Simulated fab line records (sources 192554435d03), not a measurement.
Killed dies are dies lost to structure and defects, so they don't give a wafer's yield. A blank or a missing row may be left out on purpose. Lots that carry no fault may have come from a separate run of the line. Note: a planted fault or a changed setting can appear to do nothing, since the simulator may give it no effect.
Chamber matching    flow n5-finfet    N5_HKMG_FIN_STRIP_57 on rie-diel-05 has 4 sister chambers
The step strips in CF4. 20 wafers are shown with their chamber, then 10 later ones without.

## WAFERS, EACH WITH ITS CHAMBER
wafer   chamber  showerhead-plenum-p-Torr (Torr)  drypump-motor-current-A (A)  throttle-valve-pct (%)
L075.1  1        1.75                             5.6                          13.20
L075.2  3        1.87                             5.0                          13.75
L075.5  1        1.75                             5.5                          13.20
L076.3  3        1.87                             5.0                          13.76
L076.5  0        1.75                             4.9                          13.84
L076.6  1        1.75                             5.6                          13.22
L077.2  0        1.75                             4.9                          13.83
L077.3  2        1.67                             5.7                          13.85
L077.4  3        1.86                             5.0                          13.75
L080.3  3        1.86                             5.0                          13.78
L080.4  2        1.67                             5.7                          13.87
L080.6  2        1.67                             5.7                          13.87
L081.3  1        1.74                             5.6                          13.24
L081.4  0        1.74                             4.8                          13.84
L081.6  2        1.67                             5.7                          13.88
L082.1  3        1.86                             5.0                          13.78
L082.2  0        1.74                             4.9                          13.88
L082.3  1        1.74                             5.5                          13.24
L087.1  2        1.67                             5.7                          13.92
L087.2  3        1.86                             5.0                          13.80

SIGNATURES (averages over the wafers above)
reading                   chamber 0  chamber 1  chamber 2  chamber 3  scatter within a chamber
showerhead-plenum-p-Torr  1.7450     1.7460     1.6700     1.8633     0.0047
drypump-motor-current-A   4.875      5.560      5.700      5.000      0.0349
throttle-valve-pct        13.8475    13.2200    13.8780    13.7700    0.022
Rule: for each reading, subtract the chamber's mean from the wafer's reading, divide by that reading's scatter and square the result; add these up over the readings and take the root, which gives the wafer's distance from the chamber. The wafer belongs to the nearest chamber; if the next one is less than 2 further off, it can't be placed. The scatter: take each reading less its chamber's mean, square it, sum over the shown wafers, divide by the number of wafers less the number of chambers, and take the root.

## WAFERS MISSING THEIR CHAMBER
wafer   showerhead-plenum-p-Torr (Torr)  drypump-motor-current-A (A)  throttle-valve-pct (%)
L087.4  1.74                             4.8                          13.90
L091.2  1.74                             4.9                          13.91
L091.4  1.74                             5.6                          13.31
L091.6  1.66                             5.7                          13.95
L094.1  1.66                             5.7                          13.95
L094.5  1.74                             5.6                          13.30
L094.6  1.66                             5.7                          13.96
L097.3  1.74                             5.5                          13.33
L097.5  1.74                             5.6                          13.33
L097.6  1.74                             4.8                          13.95

## WHICH CHAMBER EACH ONE RAN IN
wafer   from the rows above  in truth
L087.4  0                    0
L091.2  0                    0
L091.4  1                    1
L091.6  2                    2
L094.1  2                    2
L094.5  1                    1
L094.6  2                    2
L097.3  1                    1
L097.5  1                    1
L097.6  0                    0
Placed correctly: 10 of 10. Can't be placed from these rows: 0. Number placed wrongly: 0.
